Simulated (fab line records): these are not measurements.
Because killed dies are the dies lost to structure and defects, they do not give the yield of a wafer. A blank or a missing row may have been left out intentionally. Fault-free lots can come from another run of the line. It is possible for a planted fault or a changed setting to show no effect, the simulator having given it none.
Which tool was responsible? :: flow nandHarc :: 11 lots with 33 wafers sampled at 6 steps, on a route of 1302 steps

WHAT THE GAUGES READ, wafer by wafer
NHARC_END_SORT_01. Usual: killedAtArray 59, standard deviation 20; killedAtOther 0.8, standard deviation 1; killedAtPeriphery 3.2, standard deviation 2.1; killedDies 63, standard deviation 21; killedOpen 3.0, standard deviation 1.9; killedShort 2.3, standard deviation 1.5.
lot: L215
measured: day 30 07:24
on: prober-01
killedAtArray: 182 178 174
killedAtOther: 1 0 0
killedAtPeriphery: 1 0 3
killedDies: 184 178 177
killedOpen: 1 2 5
killedShort: 1 1 1
flag: OFF

lot: L214
measured: day 30 17:16
on: prober-01
killedAtArray: 156 135 137
killedAtOther: 0 0 2
killedAtPeriphery: 4 3 6
killedDies: 160 138 145
killedOpen: 5 2 2
killedShort: 2 1 1
flag: OFF

WHICH TOOL RAN EACH LOT (tool, then ch and the chambers of the sampled wafers, then the start)
lot: L203
NHARC_A_CONTACT_ETCH_133: harCapEtch-02 ch 0,1, day 21 21:10
NHARC_A_CONTACT_DESCUM_13: rieDiel-05 ch 0,1, day 22 01:41
NHARC_A_CONTACT_ETCH_88: rieDiel-05 ch 0,1,2, day 22 01:47
NHARC_A_CONTACT_ETCH_134: harCapEtch-02 ch 0,1, day 22 02:52
NHARC_A_CONTACT_ETCH_136: harCapEtch-02 ch 0,1, day 22 03:20

lot: L207
NHARC_A_CONTACT_ETCH_133: harCapEtch-03 ch 0,1, day 23 12:08
NHARC_A_CONTACT_DESCUM_13: rieDiel-05 ch 0,2,3, day 23 18:46
NHARC_A_CONTACT_ETCH_88: rieDiel-05 ch 0,1, day 23 18:50
NHARC_A_CONTACT_ETCH_134: harCapEtch-01 ch 0,1, day 23 19:53
NHARC_A_CONTACT_ETCH_136: harCapEtch-01 ch 0,1, day 23 20:30

lot: L208
NHARC_A_CONTACT_ETCH_133: harCapEtch-01 ch 0,1, day 24 05:10
NHARC_A_CONTACT_DESCUM_13: rieDiel-10 ch 0,1,3, day 24 09:50
NHARC_A_CONTACT_ETCH_88: rieDiel-10 ch 0,3, day 24 09:55
NHARC_A_CONTACT_ETCH_134: harCapEtch-03 ch 0,1, day 24 10:58
NHARC_A_CONTACT_ETCH_136: harCapEtch-03 ch 0,1, day 24 11:26

lot: L211
NHARC_A_CONTACT_ETCH_133: harCapEtch-01 ch 0,1, day 25 04:01
NHARC_A_CONTACT_DESCUM_13: rieDiel-05 ch 0,2, day 25 10:41
NHARC_A_CONTACT_ETCH_88: rieDiel-05 ch 0,3, day 25 10:47
NHARC_A_CONTACT_ETCH_134: harCapEtch-03 ch 0,1, day 25 12:02
NHARC_A_CONTACT_ETCH_136: harCapEtch-03 ch 0,1, day 25 12:30

lot: L210
NHARC_A_CONTACT_ETCH_133: harCapEtch-03 ch 0,1, day 25 07:26
NHARC_A_CONTACT_DESCUM_13: rieDiel-05 ch 2,3, day 25 14:10
NHARC_A_CONTACT_ETCH_88: rieDiel-05 ch 0,2,3, day 25 14:16
NHARC_A_CONTACT_ETCH_134: harCapEtch-02 ch 0,1, day 25 15:29
NHARC_A_CONTACT_ETCH_136: harCapEtch-02 ch 0,1, day 25 15:58

lot: L215
NHARC_A_CONTACT_ETCH_133: harCapEtch-01 ch 0,1, day 26 17:49
NHARC_A_CONTACT_DESCUM_13: rieDiel-05 ch 0,1, day 27 12:02
NHARC_A_CONTACT_ETCH_88: rieDiel-05 ch 0,2,3, day 27 12:10
NHARC_A_CONTACT_ETCH_134: harCapEtch-02 ch 0,1, day 27 13:23
NHARC_A_CONTACT_ETCH_136: harCapEtch-02 ch 0,1, day 27 14:01

lot: L214
NHARC_A_CONTACT_ETCH_133: harCapEtch-01 ch 0,1, day 27 02:56
NHARC_A_CONTACT_DESCUM_13: rieDiel-10 ch 0,1,2, day 27 19:21
NHARC_A_CONTACT_ETCH_88: rieDiel-10 ch 0,3, day 27 19:26
NHARC_A_CONTACT_ETCH_134: harCapEtch-03 ch 0,1, day 27 21:43
NHARC_A_CONTACT_ETCH_136: harCapEtch-03 ch 0,1, day 27 22:12

lot: L223
NHARC_A_CONTACT_ETCH_133: harCapEtch-02 ch 0, day 30 16:24
NHARC_A_CONTACT_DESCUM_13: rieDiel-05 ch 0,1,2, day 30 21:12
NHARC_A_CONTACT_ETCH_88: rieDiel-05 ch 0,1,3, day 30 21:17
NHARC_A_CONTACT_ETCH_134: harCapEtch-02 ch 0,1, day 30 22:19
NHARC_A_CONTACT_ETCH_136: harCapEtch-02 ch 0,1, day 30 22:47

lot: L224
NHARC_A_CONTACT_ETCH_133: harCapEtch-03 ch 0,1, day 30 16:59
NHARC_A_CONTACT_DESCUM_13: rieDiel-05 ch 1,3, day 30 22:17
NHARC_A_CONTACT_ETCH_88: rieDiel-05 ch 0,2, day 30 22:22
NHARC_A_CONTACT_ETCH_134: harCapEtch-01 ch 0,1, day 30 23:28
NHARC_A_CONTACT_ETCH_136: harCapEtch-01 ch 0,1, day 30 23:58

lot: L225
NHARC_A_CONTACT_ETCH_133: harCapEtch-03 ch 0,1, day 30 22:02
NHARC_A_CONTACT_DESCUM_13: rieDiel-05 ch 0,2, day 31 03:46
NHARC_A_CONTACT_ETCH_88: rieDiel-05 ch 0,2, day 31 03:52
NHARC_A_CONTACT_ETCH_134: harCapEtch-02 ch 0,1, day 31 04:55
NHARC_A_CONTACT_ETCH_136: harCapEtch-02 ch 0,1, day 31 05:24

lot: L226
NHARC_A_CONTACT_ETCH_133: harCapEtch-03 ch 0,1, day 31 04:17
NHARC_A_CONTACT_DESCUM_13: rieDiel-05 ch 0,1,3, day 31 10:02
NHARC_A_CONTACT_ETCH_88: rieDiel-05 ch 0,2,3, day 31 10:08
NHARC_A_CONTACT_ETCH_134: harCapEtch-02 ch 0,1, day 31 11:10
NHARC_A_CONTACT_ETCH_136: harCapEtch-02 ch 0,1, day 31 11:38
- NHARC_A_CONTACT_ETCH_133: etches the open film in C4F8/O2/Ar, time 374 s, target depth 1610 nm.
- NHARC_A_CONTACT_DESCUM_13: chemistry O2, time 3 s.
- NHARC_A_CONTACT_ETCH_88: etches the open film in CF4, target depth 39 nm, time 65 s.
- NHARC_A_CONTACT_ETCH_134: etches the open film in C4F8/O2/Ar, time 140 s, target depth 700 nm.
- NHARC_A_CONTACT_ETCH_136: etches the open film in C4F8/O2/Ar, time 311 s, target depth 1912 nm.

AS READ BY THE TOOLS THEMSELVES (means over the sampled wafers that have a number; for cases with no such wafer, the mark the record gives instead)
NHARC_A_CONTACT_DESCUM_13. Usual: drypumpMotorCurrentA 5.5 A, standard deviation 0.47; oesProductAu 1.001 a.u., standard deviation 0.0083; rfVppV 57.8 V, standard deviation 0.83; showerheadPlenumPTorr 1.90 Torr, standard deviation 0.073; throttleValvePct 11.311 %, standard deviation 0.0092.
lot: L203
tool: rieDiel-05
drypumpMotorCurrentA (A): 5.5
oesProductAu (a.u.): 1.014
rfVppV (V): 57.9
showerheadPlenumPTorr (Torr): 1.92
throttleValvePct (%): 11.320
flag: 

lot: L207
tool: rieDiel-05
drypumpMotorCurrentA (A): 5.4
oesProductAu (a.u.): 1.009
rfVppV (V): 56.5
showerheadPlenumPTorr (Torr): 1.87
throttleValvePct (%): 11.308
flag: 

lot: L208
tool: rieDiel-10
drypumpMotorCurrentA (A): 5.5
oesProductAu (a.u.): 1.002
rfVppV (V): 58.4
showerheadPlenumPTorr (Torr): 1.88
throttleValvePct (%): 11.311
flag: 

lot: L211
tool: rieDiel-05
drypumpMotorCurrentA (A): 5.6
oesProductAu (a.u.): 1.007
rfVppV (V): 57.4
showerheadPlenumPTorr (Torr): 1.88
throttleValvePct (%): 11.306
flag: 

lot: L210
tool: rieDiel-05
drypumpMotorCurrentA (A): 5.2
oesProductAu (a.u.): 1.002
rfVppV (V): 57.3
showerheadPlenumPTorr (Torr): 1.86
throttleValvePct (%): 11.312
flag: 

lot: L215
tool: rieDiel-05
drypumpMotorCurrentA (A): 5.5
oesProductAu (a.u.): 1.004
rfVppV (V): 58.0
showerheadPlenumPTorr (Torr): 1.91
throttleValvePct (%): 11.294
flag: 

lot: L214
tool: rieDiel-10
drypumpMotorCurrentA (A): 6.1
oesProductAu (a.u.): 0.999
rfVppV (V): 56.7
showerheadPlenumPTorr (Torr): 1.91
throttleValvePct (%): 11.318
flag: 

lot: L223
tool: rieDiel-05
drypumpMotorCurrentA (A): 5.6
oesProductAu (a.u.): 0.988
rfVppV (V): 57.7
showerheadPlenumPTorr (Torr): 1.92
throttleValvePct (%): 11.305
flag: 

lot: L224
tool: rieDiel-05
drypumpMotorCurrentA (A): 5.1
oesProductAu (a.u.): 1.002
rfVppV (V): 57.5
showerheadPlenumPTorr (Torr): 1.89
throttleValvePct (%): 11.313
flag: 

lot: L225
tool: rieDiel-05
drypumpMotorCurrentA (A): 5.6
oesProductAu (a.u.): 0.985
rfVppV (V): 58.3
showerheadPlenumPTorr (Torr): 1.87
throttleValvePct (%): 11.305
flag: 

lot: L226
tool: rieDiel-05
drypumpMotorCurrentA (A): 5.3
oesProductAu (a.u.): 0.998
rfVppV (V): 57.6
showerheadPlenumPTorr (Torr): 1.90
throttleValvePct (%): 11.310
flag: 

NHARC_A_CONTACT_ETCH_88. Usual: cf4FlowSccm 150.0 sccm, standard deviation 0.43; drypumpMotorCurrentA 5.5 A, standard deviation 0.46; oesProductAu 0.999 a.u., standard deviation 0.0098; rfVppV 151.1 V, standard deviation 1.1; showerheadPlenumPTorr 1.76 Torr, standard deviation 0.062; throttleValvePct 13.283 %, standard deviation 0.0085.
lot: L203
tool: rieDiel-05
cf4FlowSccm (sccm): 150.0
drypumpMotorCurrentA (A): 5.6
oesProductAu (a.u.): 1.005
rfVppV (V): 151.6
showerheadPlenumPTorr (Torr): 1.78
throttleValvePct (%): 13.288
flag: 

lot: L207
tool: rieDiel-05
cf4FlowSccm (sccm): 150.2
drypumpMotorCurrentA (A): 5.5
oesProductAu (a.u.): 1.010
rfVppV (V): 150.6
showerheadPlenumPTorr (Torr): 1.81
throttleValvePct (%): 13.285
flag: 

lot: L208
tool: rieDiel-10
cf4FlowSccm (sccm): 149.7
drypumpMotorCurrentA (A): 5.2
oesProductAu (a.u.): 1.001
rfVppV (V): 152.4
showerheadPlenumPTorr (Torr): 1.77
throttleValvePct (%): 13.282
flag: 

lot: L211
tool: rieDiel-05
cf4FlowSccm (sccm): 150.1
drypumpMotorCurrentA (A): 5.1
oesProductAu (a.u.): 0.999
rfVppV (V): 150.9
showerheadPlenumPTorr (Torr): 1.72
throttleValvePct (%): 13.279
flag: 

lot: L210
tool: rieDiel-05
cf4FlowSccm (sccm): 150.3
drypumpMotorCurrentA (A): 5.4
oesProductAu (a.u.): 1.001
rfVppV (V): 151.0
showerheadPlenumPTorr (Torr): 1.73
throttleValvePct (%): 13.277
flag: 

lot: L215
tool: rieDiel-05
cf4FlowSccm (sccm): 149.9
drypumpMotorCurrentA (A): 5.4
oesProductAu (a.u.): 0.988
rfVppV (V): 150.7
showerheadPlenumPTorr (Torr): 1.73
throttleValvePct (%): 13.286
flag: 

lot: L214
tool: rieDiel-10
cf4FlowSccm (sccm): 149.7
drypumpMotorCurrentA (A): 4.9
oesProductAu (a.u.): 0.996
rfVppV (V): 151.9
showerheadPlenumPTorr (Torr): 1.76
throttleValvePct (%): 13.297
flag: 

lot: L223
tool: rieDiel-05
cf4FlowSccm (sccm): 149.4
drypumpMotorCurrentA (A): 5.3
oesProductAu (a.u.): 0.990
rfVppV (V): 151.1
showerheadPlenumPTorr (Torr): 1.75
throttleValvePct (%): 13.276
flag: 

lot: L224
tool: rieDiel-05
cf4FlowSccm (sccm): 149.6
drypumpMotorCurrentA (A): 5.7
oesProductAu (a.u.): 0.989
rfVppV (V): 151.5
showerheadPlenumPTorr (Torr): 1.74
throttleValvePct (%): 13.285
flag: 

lot: L225
tool: rieDiel-05
cf4FlowSccm (sccm): 150.0
drypumpMotorCurrentA (A): 5.6
oesProductAu (a.u.): 0.987
rfVppV (V): 150.5
showerheadPlenumPTorr (Torr): 1.73
throttleValvePct (%): 13.293
flag: 

lot: L226
tool: rieDiel-05
cf4FlowSccm (sccm): 149.8
drypumpMotorCurrentA (A): 5.4
oesProductAu (a.u.): 0.989
rfVppV (V): 150.8
showerheadPlenumPTorr (Torr): 1.72
throttleValvePct (%): 13.289
flag: 

THE ANSWER, worked out from the rows above alone
Rule: take the mean of a lot's wafers that have a number; if it is more than 3 standard deviations from the usual mean, the lot is off. A lot without any number at a reading at which 4 lots or more have one is off too. Where the step has rows for the other lots, those lots are counted as sound. After the gauges, taken in route order, come the tools' own readings; for these a lot's mean is taken, as printed above. At the first step where some lot is off, the reading lying furthest off is the one used; lots without a number count as furthest.
Off at NHARC_END_SORT_01 (killedAtArray): L215, L214. Neither off nor sound, because the step has no rows for them: L203, L207, L208, L211, L210, L223, L224, L225, L226.
A tool fits if, at a process step before that reading, it ran every lot that is off, and no sound lot after the first of them. Gauges at NHARC_END_SORT_01: tried the same way as those tools. Can't be told from this: 2 tools fit, harCapEtch-01 at NHARC_A_CONTACT_ETCH_133, prober-01 at NHARC_END_SORT_01.

WHAT THE SIMULATOR PUT IN
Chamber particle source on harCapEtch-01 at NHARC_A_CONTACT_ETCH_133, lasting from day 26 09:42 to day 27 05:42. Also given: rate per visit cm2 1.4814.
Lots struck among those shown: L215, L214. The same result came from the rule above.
